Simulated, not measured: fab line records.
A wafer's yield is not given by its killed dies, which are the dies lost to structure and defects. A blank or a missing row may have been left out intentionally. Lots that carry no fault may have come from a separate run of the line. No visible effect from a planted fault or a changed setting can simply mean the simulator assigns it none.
Code-filled problem report in 8D (eight disciplines) form + flow n5-finfet + the parts of the form that need people (team, actions taken, sign-off) are left out

## 1. WHAT WENT WRONG
Wafers without a fault read 60.7 nm, standard deviation 1.2; thk-nm at N5_SD_EPI_P_EPI_MEAS_23 reads a mean of 66.8 nm on 6 wafers belonging to 2 lots. That is +5.0 standard deviations from the usual mean.
First observed at day 6 02:11: wafer L515.3, on film-metro-02. Wafers with a number at this step in the record: 24, from 8 lots. Rule for "out", or "out of limits": more than 4 standard deviations from the usual mean. The rest of the wafers with a number are treated as sound.

## 2. WHAT IT IS AND WHAT IT IS NOT
| question                    | is                           | is not                                                                         |
|-----------------------------|------------------------------|--------------------------------------------------------------------------------|
| which readings at this step | thk-nm                       | -                                                                              |
| which lots                  | L515, L517                   | L505, L507, L509, L521, L522, L528                                             |
| which wafers of those lots  | all that have a number       | -                                                                              |
| read on which gauges        | film-metro-01, film-metro-02 | -                                                                              |
| when                        | from day 6 02:11             | up to then (9 sound wafers); but 9 sound wafers of L521, L522, L528 came after |

## 3. WHAT RULES OUT EACH SUSPECT
Counting: a tool at a process step up to the reading stays a suspect if it ran every lot that is out and no sound lot after the first of them.
- the gauge at N5_SD_EPI_P_EPI_MEAS_23: ruled out. 2 gauges (film-metro-01, film-metro-02) read the wafers that are out.
- rie-diel-02 at N5_SD_EPI_P_ETCH_37 (etches SOC in N2/H2, overetch 108 nm, time 486 s): ruled out as a lasting fault. After its first lot that is out, L515 (day 5 22:43), sound lots L521, L522, L528 ran on it.
- epi-rpcvd-04 at N5_SD_EPI_P_EPI_21 (deposits SiGe:B, time 355 s): kept. It processed each lot that is out, first L515 at day 6 00:42, and no sound lot thereafter; up to then, the last sound lot it processed was L507 at day 3 23:59. Out on those wafers are its own readings of chamber-pressure-Torr.
Left after counting: epi-rpcvd-04 at N5_SD_EPI_P_EPI_21.

## 4. THE CAUSE (what the simulator had put in)
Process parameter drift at N5_SD_EPI_P_EPI_21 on epi-rpcvd-04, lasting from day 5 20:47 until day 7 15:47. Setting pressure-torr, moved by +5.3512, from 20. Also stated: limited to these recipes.
The count eliminated every tool but this one.

## 5. SEQUENCE OF EFFECTS, ordered by route
One row per reading whose mean, taken over the struck wafers that have a number, lies over 3 standard deviations from the usual. Only readings for which the record gives a usual standard deviation are gone through. hours: the time from each lot's start at the first step in this table that gives one to its start at this step, as a median over the lots. sigmas: the change in usual standard deviations.
| hours | step                        | reading               | usual        | on struck wafers | change | sigmas      |
|-------|-----------------------------|-----------------------|--------------|------------------|--------|-------------|
| 0     | N5_SD_EPI_P_EPI_21          | chamber-pressure-Torr | 20.00 Torr   | 25.36            | +5.36  | +99 or more |
| 2     | N5_SD_EPI_P_EPI_MEAS_23     | thk-nm                | 60.7 nm      | 66.8             | +6.0   | +5.0        |
| 2     | N5_SD_ACTIVATION_RS_MEAS_03 | RS_SD_P               | 56.5 ohm/sq  | 47.6             | -8.9   | -8.1        |
| 165   | N5_BEOL_M4_RC_MEAS_101      | REXT_P                | 100.3 ohm.um | 91.9             | -8.4   | -3.2        |
| 165   | N5_BEOL_M4_RC_MEAS_101      | RS_SD_P               | 66.4 ohm/sq  | 56.3             | -10.1  | -8.4        |
The process steps in it:
- N5_SD_EPI_P_EPI_21: deposits SiGe:B, time 355 s.

## 6. WHAT WOULD HAVE CAUGHT IT SOONER
Counted from the fault's start at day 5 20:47, it took 5 hours until the first out-of-limits reading at a measuring or inspecting step in this record, taken at day 6 02:11.
Tool's own readings at N5_SD_EPI_P_EPI_21, chamber-pressure-Torr: out on all struck wafers the step has rows for; an alarm limit on them would have tripped on the first.
Lots out: 2; of these, L517 started N5_SD_EPI_P_EPI_21 on epi-rpcvd-04 after day 6 02:11. Putting the tool on hold at that point would have spared it.
